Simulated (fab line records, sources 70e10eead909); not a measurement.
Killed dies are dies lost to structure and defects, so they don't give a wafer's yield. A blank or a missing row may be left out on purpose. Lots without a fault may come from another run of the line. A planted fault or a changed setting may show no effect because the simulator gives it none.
Which tool did it? | flow nand_harc | 12 lots, 36 wafers sampled, at 6 steps of a route of 1302

WHAT THE GAUGES READ, wafer by wafer
NHARC_A_BONDPAD_CD_MEAS_13. Usual: cd_nm 499.0 nm, standard deviation 2.
lot  | measured     | on        | cd_nm (nm)        | flag
L184 | day 23 00:46 | cd_sem-02 | 502.0 501.3 499.4 |
L183 | day 23 02:07 | cd_sem-01 | 503.3 501.1 502.0 |
L185 | day 23 16:26 | cd_sem-01 | 497.6 497.9 496.0 |
L187 | day 24 18:20 | cd_sem-01 | 499.3 496.9 498.1 |
L195 | day 27 21:39 | cd_sem-02 | 500.5 497.5 498.4 |
L194 | day 28 03:25 | cd_sem-01 | 494.7 498.0 497.4 |
L199 | day 29 11:42 | cd_sem-01 | 496.8 495.2 496.9 |
L198 | day 29 13:07 | cd_sem-01 | 499.2 499.9 499.1 |
L200 | day 29 23:08 | cd_sem-01 | 496.3 498.7 499.3 |
L197 | day 30 05:17 | cd_sem-03 | 502.1 499.9 501.9 |
L202 | day 32 01:22 | cd_sem-03 | 497.3 498.9 497.1 |
L205 | day 32 03:23 | cd_sem-02 | 499.8 498.3 497.0 |

NHARC_THIN_TSV_THK_MEAS_02: measures by ir. Usual: thk_nm 2983 nm, standard deviation 230.
lot  | measured     | on            | thk_nm (nm)    | flag
L184 | day 23 13:18 | film_metro-01 | 3332 3091 3173 |
L183 | day 23 15:43 | film_metro-02 | 2742 3060 2692 |
L185 | day 24 06:22 | film_metro-02 | 2681 2891 2596 |
L187 | day 25 07:59 | film_metro-01 | 3216 3413 3525 |
L195 | day 28 11:31 | film_metro-02 | 6207 6280 6414 | OFF
L194 | day 28 16:58 | film_metro-02 | 5912 5893 5953 | OFF
L199 | day 30 01:04 | film_metro-02 | 2846 2763 2591 |
L198 | day 30 02:15 | film_metro-02 | 3045 3143 2850 |
L200 | day 30 12:34 | film_metro-02 | 2887 3056 3085 |
L197 | day 30 20:22 | film_metro-02 | 2799 3002 2777 |
L202 | day 32 15:12 | film_metro-02 | 3323 2540 2600 |
L205 | day 32 16:23 | film_metro-02 | 2977 2997 2818 |

NHARC_END_SORT_01. Usual: defect_limited_yield 90.2 %, standard deviation 2.3; killed_at_array 62, standard deviation 15; killed_at_other 0.8, standard deviation 1; killed_at_periphery 3.7, standard deviation 2.6; killed_dies 66, standard deviation 15; killed_open 3.1, standard deviation 1.8; killed_short 2.6, standard deviation 1.7.
lot  | measured     | on        | defect_limited_yield (%) | killed_at_array | killed_at_other | killed_at_periphery | killed_dies | killed_open | killed_short | flag
L195 | day 29 02:34 | prober-01 | 0 0 0                    | 47 41 50        | 629 634 626     | 1 2 1               | 677 677 677 | 5 2 1       | 3 2 5        | OFF
L194 | day 29 11:07 | prober-01 | 0 0 0                    | 61 55 64        | 614 618 612     | 2 4 1               | 677 677 677 | 1 0 1       | 3 3 2        | OFF

WHICH TOOL RAN EACH LOT (tool, then ch and the chambers of the sampled wafers, then the start)
lot  | NHARC_A_BONDPAD_STRIP_15           | NHARC_A_BONDPAD_DEGAS_25     | NHARC_THIN_TSV_CMP_01
L184 | rie_diel-11 ch 1,2, day 23 00:52   | pvd_sputter-02, day 23 01:24 | cmp-04 ch 2,3, day 23 13:04
L183 | rie_diel-07 ch 0,1,2, day 23 02:12 | pvd_sputter-01, day 23 02:46 | cmp-01 ch 0,3, day 23 15:27
L185 | rie_diel-07 ch 0,1,3, day 23 16:31 | pvd_sputter-01, day 23 17:06 | cmp-01 ch 0,1,3, day 24 06:06
L187 | rie_diel-11 ch 0,1,3, day 24 18:25 | pvd_sputter-02, day 24 18:57 | cmp-01 ch 0,2, day 25 07:44
L195 | rie_diel-07 ch 0,1,3, day 27 21:43 | pvd_sputter-02, day 27 22:19 | cmp-01 ch 1,2, day 28 11:17
L194 | rie_diel-01 ch 0,1,2, day 28 03:29 | pvd_sputter-03, day 28 04:05 | cmp-01 ch 0,1,3, day 28 16:43
L199 | rie_diel-07 ch 0,1,2, day 29 11:48 | pvd_sputter-01, day 29 12:19 | cmp-04 ch 0,2, day 30 00:48
L198 | rie_diel-07 ch 2,3, day 29 13:11   | pvd_sputter-03, day 29 13:44 | cmp-04 ch 0,1,3, day 30 02:01
L200 | rie_diel-01 ch 0,1,3, day 29 23:13 | pvd_sputter-01, day 29 23:46 | cmp-04 ch 1,2,3, day 30 12:19
L197 | rie_diel-01 ch 0,1,2, day 30 05:22 | pvd_sputter-01, day 30 05:55 | cmp-03 ch 0,3, day 30 20:08
L202 | rie_diel-11 ch 2,3, day 32 01:27   | pvd_sputter-03, day 32 01:59 | cmp-01 ch 0,2,3, day 32 15:01
L205 | rie_diel-07 ch 1,2, day 32 03:31   | pvd_sputter-02, day 32 04:04 | cmp-01 ch 0,1,3, day 32 16:12
- NHARC_A_BONDPAD_STRIP_15: strips in O2.
- NHARC_A_BONDPAD_DEGAS_25: time 60 s.
- NHARC_THIN_TSV_CMP_01: polishes.

WHAT THE TOOLS THEMSELVES READ (means of the sampled wafers that have a number; where no wafer has one, the mark that the record gives instead)
NHARC_A_BONDPAD_STRIP_15. Usual: drypump_motor_current_A 5.8 A, standard deviation 0.44; oes_product_au 1.003 a.u., standard deviation 0.011; rf_vpp_V 57.9 V, standard deviation 0.93; showerhead_plenum_p_Torr 3.55 Torr, standard deviation 0.16; throttle_valve_pct 17.037 %, standard deviation 0.01.
lot  | tool        | drypump_motor_current_A (A) | oes_product_au (a.u.) | rf_vpp_V (V) | showerhead_plenum_p_Torr (Torr) | throttle_valve_pct (%) | flag
L184 | rie_diel-11 | 5.6                         | 0.995                 | 56.7         | 3.33                            | 17.042                 |
L183 | rie_diel-07 | 6.1                         | 1.005                 | 59.0         | 3.56                            | 17.039                 |
L185 | rie_diel-07 | 6.0                         | 1.004                 | 57.5         | 3.48                            | 17.036                 |
L187 | rie_diel-11 | 5.8                         | 0.988                 | 56.9         | 3.53                            | 17.042                 |
L195 | rie_diel-07 | 6.0                         | 0.999                 | 57.9         | 3.48                            | 17.034                 |
L194 | rie_diel-01 | 5.4                         | 1.011                 | 57.5         | 3.55                            | 17.040                 |
L199 | rie_diel-07 | 6.0                         | 1.005                 | 58.4         | 3.55                            | 17.039                 |
L198 | rie_diel-07 | 6.0                         | 1.013                 | 58.0         | 3.61                            | 17.046                 |
L200 | rie_diel-01 | 5.8                         | 1.007                 | 57.8         | 3.49                            | 17.044                 |
L197 | rie_diel-01 | 5.3                         | 1.015                 | 57.7         | 3.55                            | 17.033                 |
L202 | rie_diel-11 | 5.4                         | 1.012                 | 57.7         | 3.74                            | 17.032                 |
L205 | rie_diel-07 | 6.2                         | 0.994                 | 58.7         | 3.67                            | 17.039                 |

NHARC_A_BONDPAD_DEGAS_25. Usual: heater_power_w 477 W, standard deviation 47.
lot  | tool           | heater_power_w (W) | flag
L184 | pvd_sputter-02 | 439                |
L183 | pvd_sputter-01 | 465                |
L185 | pvd_sputter-01 | 464                |
L187 | pvd_sputter-02 | 502                |
L195 | pvd_sputter-02 | 493                |
L194 | pvd_sputter-03 | 479                |
L199 | pvd_sputter-01 | 500                |
L198 | pvd_sputter-03 | 464                |
L200 | pvd_sputter-01 | 459                |
L197 | pvd_sputter-01 | 470                |
L202 | pvd_sputter-03 | 487                |
L205 | pvd_sputter-02 | 501                |

NHARC_THIN_TSV_CMP_01. Usual: edge_zone_pressure_frac 0.999, standard deviation 0.0049; motor_current_A 11.5 A, standard deviation 1.1.
lot  | tool   | edge_zone_pressure_frac | motor_current_A (A) | flag
L184 | cmp-04 | 0.999                   | 11.0                |
L183 | cmp-01 | 1.001                   | 11.1                |
L185 | cmp-01 | 0.999                   | 11.8                |
L187 | cmp-01 | 1.000                   | 11.0                |
L195 | cmp-01 | -                       | -                   | OFF
L194 | cmp-01 | -                       | -                   | OFF
L199 | cmp-04 | 1.005                   | 11.6                |
L198 | cmp-04 | 1.000                   | 10.9                |
L200 | cmp-04 | 0.992                   | 11.4                |
L197 | cmp-03 | 1.001                   | 11.5                |
L202 | cmp-01 | 1.002                   | 11.1                |
L205 | cmp-01 | 0.997                   | 11.8                |

THE ANSWER, worked out from the rows above alone
Rule: a lot is off if the mean of its wafers that have a number lies more than 3 standard deviations from the usual mean. A lot without any number at a reading at which 4 lots or more have one is off too. The other lots that the step has rows for count as sound. The gauges are gone through in route order, then the tools' own readings, and for those a lot's mean is taken as printed above. The first step at which some lot is off is used, and at that step the reading that is off furthest; a lot without a number counts as furthest.
Off: L195, L194, at NHARC_THIN_TSV_THK_MEAS_02 (thk_nm).
A tool fits if, at a process step before that reading, it ran every lot that is off, and no sound lot after the first of them. The gauges at NHARC_THIN_TSV_THK_MEAS_02 aren't tried: what is off there is off at NHARC_END_SORT_01 too, on other tools, and a gauge's error can't cause that. None of those tried fits.

WHAT THE SIMULATOR HAD PUT IN
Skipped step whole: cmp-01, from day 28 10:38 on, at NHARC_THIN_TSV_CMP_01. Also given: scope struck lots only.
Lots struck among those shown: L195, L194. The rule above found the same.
